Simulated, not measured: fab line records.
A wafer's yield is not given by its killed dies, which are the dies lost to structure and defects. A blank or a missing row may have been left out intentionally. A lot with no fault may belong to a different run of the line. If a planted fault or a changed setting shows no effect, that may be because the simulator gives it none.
Comparing a struck lot with a sound one / flow nand harc / 42 out of 1302 route steps
Sound: wafers L688.1, L688.3, L688.5. Wafers struck: L702.2, L702.4, L702.6. The cause is named last.
At each step with rows: each side's tool, then ch and its chambers, then its first start. Under that, the readings that differ: sound wafers / struck wafers / difference of the means / sigmas: that difference in standard deviations of wafers without a fault.
alike: readings whose means differ by less than 2 such deviations, and words and numbers that are the same on both sides. not compared: withheld readings, readings that some wafer has no value for, bounds like >300 that may hide the same value, and numbers for which the record gives no deviation and whose values overlap.
The two part at a step that has a row with sigmas, a row that says differs or no value, or rows on one side only. Numbers that have no deviation but don't overlap get no sigmas and don't part them. A reading missing from all wafers of one side parts the sides only when that side holds two or more wafers.

first, 1 step without rows for these wafers: NHARC_P_M2_STRIP_19 (strips in post etch residue remover, time 600 s).
NHARC_P_M2_DEGAS_29: time 60 s.
  sound on pvd sputter-03, day 6 14:57; struck on pvd sputter-02, day 12 16:30
  alike: heater power w, susceptor temp C
NHARC_P_M2_PRE_CLEAN_30: time 30 s.
  sound on pvd sputter-03; struck on pvd sputter-02
  alike: heater power w
  not compared: susceptor temp C
then, 3 steps without rows for these wafers: NHARC_P_M2_PVD_20 (deposits TaN, target thk 5 nm, time 8.06 s); NHARC_P_M2_PVD_21 (deposits Cu, target thk 30 nm, time 20.49 s); NHARC_P_M2_ECD_22 (material Cu, target thk 400 nm).
NHARC_P_M2_ANNEAL_31: time 90 s.
  sound on rtp anneal-02 ch 0, day 6 15:41; struck on rtp anneal-02 ch 0, day 12 17:18
  alike: wafer_temp_C_max
NHARC_P_M2_CMP_23: polishes, t overpolish 20 s, target thk 144.3 nm.
  sound on cmp-02 ch 0,1,3, day 6 16:05; struck on cmp-04 ch 1,2, day 12 17:35
  alike: motor current A, slurry filter dp kPa, time to endpoint s
NHARC_P_M2_THK_MEAS_24: measures by xrf.
  sound on film metro-02, day 6 16:21; struck on film metro-02, day 12 17:55
reading=thk nm (nm); sound=145.1 140.8 142.9; struck=147.2 147.5 146.7; difference=+4.2; sigmas=+2
then, 1 step without rows for these wafers: NHARC_P_M2_SRD_25.
NHARC_P_M2_INSPECT_27:
  sound on defect inspect-01, day 6 16:31; struck on defect inspect-02, day 12 18:04
  alike: raw defect count
NHARC_P_M2_PRE_CLEAN_32: time 12 s.
  sound on pecvd-04 ch 0,2, day 6 16:34; struck on pecvd-01 ch 0,1,2, day 12 18:08
  alike: heater power outer w, heater power w, susceptor temp C
then, 3 steps without rows for these wafers: NHARC_P_M2_DEP_33 (deposits SiCN, target thk 30 nm); NHARC_P_BONDPAD_DEP_00 (deposits SiCN, target thk 250 nm); NHARC_P_BONDPAD_CMP_32 (polishes SiCN, target thk 200 nm).
NHARC_P_BONDPAD_THK_MEAS_33: measures by ellipsometry.
  sound on film metro-02, day 6 17:43; struck on film metro-01, day 12 19:19
  alike: thk nm
then, 10 steps without rows for these wafers: NHARC_P_BONDPAD_SRD_34; NHARC_P_BONDPAD_DEHYDRATE_01 (time 120 s); NHARC_P_BONDPAD_HMDS_02 (time 30 s); NHARC_P_BONDPAD_COAT_36 (time 65 s); NHARC_P_BONDPAD_COAT_03 (resist thk 600 nm); NHARC_P_BONDPAD_SOFTBAKE_04 (time 70 s); NHARC_P_BONDPAD_EBR_05; NHARC_P_BONDPAD_EXPOSE_06 (exposes mask P BPAD); NHARC_P_BONDPAD_PEB_07 (peb time 80 s); NHARC_P_BONDPAD_DEVELOP_08 (time 50 s).
NHARC_P_BONDPAD_CD_MEAS_09: target cd 500 nm.
  sound on cd sem-01 ch 0, day 6 18:10; struck on cd sem-02 ch 0, day 12 19:53
  alike: cd nm
NHARC_P_BONDPAD_OVL_MEAS_38:
  sound on overlay-01, day 6 18:16; struck on overlay-02, day 12 19:58
  alike: overlay x nm, overlay y nm
then, 4 steps without rows for these wafers: NHARC_P_BONDPAD_HARDBAKE_10 (time 65 s); NHARC_P_BONDPAD_DESCUM_11 (chemistry O2, time 3 s); NHARC_P_BONDPAD_ETCH_37 (etches the open film in N2/H2, target depth 60 nm, overetch 18 nm, time 65.91 s); NHARC_P_BONDPAD_ETCH_12 (etches the open film in CHF3/O2, target depth 200 nm, time 100 s).
NHARC_P_BONDPAD_CD_MEAS_13:
  sound on cd sem-03, day 6 18:42; struck on cd sem-03, day 12 20:25
  alike: cd nm
then, 6 steps without rows for these wafers: NHARC_P_BONDPAD_STRIP_15 (strips in O2); NHARC_P_BONDPAD_ETCH_24 (etches the open film in CF4/N2, target depth 30 nm, time 72.99 s); NHARC_P_BONDPAD_STRIP_16 (strips in post etch residue remover, time 600 s); NHARC_P_BONDPAD_DEGAS_25 (time 60 s); NHARC_P_BONDPAD_PRE_CLEAN_26 (time 30 s); NHARC_P_BONDPAD_PVD_17 (deposits TaN, target thk 5 nm, time 8.06 s).
NHARC_P_BONDPAD_PVD_27: deposits Cu, target thk 30 nm, time 20.49 s.
  sound on pvd sputter-03; struck on pvd sputter-02
  alike: throttle valve pct
then, 1 step without rows for these wafers: NHARC_P_BONDPAD_ECD_18 (material Cu, target thk 400 nm).
-- jump in the record: it breaks off in module P_BONDPAD and resumes in module END (first step shown: number 1302 of the route), and 18 days separate the struck wafers' starts before and after --
NHARC_END_SORT_01:
  only the struck wafers appear in the record here, on prober-01 ch 0 at day 30 10:29; the sound ones have no rows

== WHERE THEY PART ==
Last at NHARC_END_SORT_01 as far as this record goes, first at NHARC_P_M2_THK_MEAS_24.

WHY: whatever the simulator had introduced
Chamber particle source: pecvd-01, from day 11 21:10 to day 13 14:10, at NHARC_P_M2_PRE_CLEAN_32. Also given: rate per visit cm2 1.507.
